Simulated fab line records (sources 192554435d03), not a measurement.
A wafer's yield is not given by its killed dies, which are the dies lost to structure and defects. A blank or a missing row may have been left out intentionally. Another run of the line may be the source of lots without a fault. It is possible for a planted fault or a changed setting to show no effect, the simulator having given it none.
A lot that was struck, set against a sound lot + flow n5 finfet + 37 out of 1938 route steps
Sound: these wafers, L378.1, L378.2, L378.5. Struck: wafer L385.4. (L385.1, L385.5 of the same lot were not struck and are left out.) The cause comes at the end.
Per side, at each step with rows, come the tool, then ch with its chambers, and then its first start. Under that, the readings that differ: sound wafers + struck wafers + difference of the means + sigmas: that difference in standard deviations of wafers without a fault.
alike: a reading whose means differ by less than 2 such deviations, as well as words and numbers matching on both sides. not compared: withheld readings; readings where some wafer has no value; bounds like >300 that might hide an equal value; numbers whose values overlap and for which the record gives no deviation.
The two part at a step that has a row with sigmas, a row that says differs or no value, or rows on one side only. When numbers do not overlap yet have no deviation, they are printed without sigmas and do not part them. A reading that every wafer of one side lacks parts them only if that side has two wafers or more.

first, 9 steps without rows for these wafers: N5_MOL_CONTACT_COAG_CVD_140 (deposits W, target thk 66.5 nm, time 215 s); N5_MOL_CONTACT_COAG_PRECLEAN_127 (cleans in DIW, time 57.5 s); N5_MOL_CONTACT_COAG_SRD_128 (dry time 32 s); N5_MOL_CONTACT_COAG_CMP_52 (polishes, stops on SiO2, t overpolish 1.5 s, target thk 66.5 nm); N5_MOL_CONTACT_COAG_ANNEAL_112 (time 1800 s); N5_BEOL_M0_SAQP_PECVD_00 (deposits SiCN from 3MS/NH3, target thk 8 nm, time 14 s); N5_BEOL_M0_SAQP_ILD_DEP_01 (deposits SiOC from DEMS/O2, target thk 45.419 nm, time 8.7 s); N5_BEOL_M0_SAQP_HM_DEP_02 (deposits TiN, target thk 12 nm); N5_BEOL_M0_SAQP_PECVD_03 (deposits SiCN from 3MS/NH3, target thk 12 nm, time 21.1 s).
N5_BEOL_M0_SAQP_PECVD_96: deposits a-Si from SiH4/He, target thk 45 nm, time 45.2 s.
  sound on pecvd-03 ch 0,2, day 5 13:57; struck on pecvd-03 ch 0, day 7 09:54
  alike: heater power w, showerhead plenum p Torr, susceptor temp C, throttle valve pct
then, 25 steps without rows for these wafers: N5_BEOL_M0_SAQP_PECVD_97 (deposits SiNx from SiH4/NH3/N2, target thk 23 nm, time 19.9 s); N5_BEOL_M0_SAQP_PECVD_04 (deposits a-Si from SiH4/He, target thk 60 nm, time 60.2 s); N5_BEOL_M0_SAQP_HM_DEP_111 (deposits SiO2 from SiH4/N2O, target thk 12 nm, time 7.2 s); N5_BEOL_M0_SAQP_COAT_81 (time 60 s, resist thk 100 nm); N5_BEOL_M0_SAQP_COAT_82 (time 60 s, resist thk 30 nm); N5_BEOL_M0_SAQP_COAT_08 (resist thk 90 nm); N5_BEOL_M0_SAQP_EBR_10; N5_BEOL_M0_SAQP_SOFTBAKE_09 (time 60 s); N5_BEOL_M0_SAQP_EXPOSE_11 (exposes mask M0 CORE, target cd 42 nm); N5_BEOL_M0_SAQP_PEB_12 (peb time 60 s); N5_BEOL_M0_SAQP_DEVELOP_13 (develop time 30 s); N5_BEOL_M0_SAQP_DESCUM_19 (chemistry O2, time 7.9 s); N5_BEOL_M0_SAQP_ETCH_83 (etches SiARC in CF4, target depth 39 nm, time 65 s); N5_BEOL_M0_SAQP_ETCH_84 (etches SOC in N2/H2, target depth 100 nm, overetch 20 nm, time 150 s); N5_BEOL_M0_SAQP_STRIP_80 (strips in N2/H2); N5_BEOL_M0_SAQP_HM_OPEN_112 (chemistry CHF3/O2, target SiO2, stops on a-Si, target depth 12 nm, time 13.5 s); N5_BEOL_M0_SAQP_STRIP_113 (strips in CHF3/O2); N5_BEOL_M0_SAQP_MANDREL_ETCH_20 (etches a-Si in HBr/Cl2, stops on SiNx, target depth 60 nm, bt time 10 s, time 30 s); N5_BEOL_M0_SAQP_STRIP_86 (strips in N2/H2); N5_BEOL_M0_SAQP_STRIP_115 (strips in post etch residue remover, time 60 s); N5_BEOL_M0_SAQP_SRD_93 (time 30 s); N5_BEOL_M0_SAQP_RECESS_114 (chemistry HF/NH3, target SiO2, target depth 14.4 nm, afs cycles 3, sublimation time 60 s); N5_BEOL_M0_SAQP_SPACER1_ALD_98 (deposits SiO2, target thk 12.8 nm, pulse time 1 s, purge time 2 s); N5_BEOL_M0_SAQP_SPACER1_ETCHBACK_99 (etches SiO2 in CHF3/O2, target depth 15.4 nm, time 7.7 s); N5_BEOL_M0_SAQP_MANDREL1_REMOVE_100 (chemistry HBr/Cl2/O2, target a-Si, stops on SiNx, bt time 10 s).
N5_BEOL_M0_SAQP_MANDREL_ETCH_103: etches a-Si in HBr/Cl2, stops on SiCN, target depth 45 nm, bt time 10 s, time 27 s.
  sound on rie si-05 ch 0,2,3, day 5 16:25; struck on rie si-06 ch 2, day 7 12:26
| reading               | sound             | struck | difference | sigmas |
|-----------------------|-------------------|--------|------------|--------|
| oes product au (a.u.) | 0.704 0.696 0.677 | 0.646  | -0.046     | -4     |
  alike: bias w, drypump motor current A, throttle valve pct
  not compared: rf hours counter h
-- here the record skips 2 days between the struck wafers' starts before and after, leaving off in module BEOL_M0_SAQP and picking up in module BEOL_M4 (first step shown: number 1111 of the route) --
N5_BEOL_M4_RC_MEAS_101:
  sound on prober-01 ch 0, day 7 19:44; struck on prober-02 ch 0, day 9 18:12
  alike: DIBL_N, DIBL_P, IOFF_N, IOFF_P, ION_N, ION_P, SS_N, SS_P, VT_N, VT_P

WHERE THEY PART
Only at N5_BEOL_M0_SAQP_MANDREL_ETCH_103, as far as this record shows. Later steps at which nothing parts them and some readings are alike: N5_BEOL_M4_RC_MEAS_101.

WHY: what had been put in by the simulator
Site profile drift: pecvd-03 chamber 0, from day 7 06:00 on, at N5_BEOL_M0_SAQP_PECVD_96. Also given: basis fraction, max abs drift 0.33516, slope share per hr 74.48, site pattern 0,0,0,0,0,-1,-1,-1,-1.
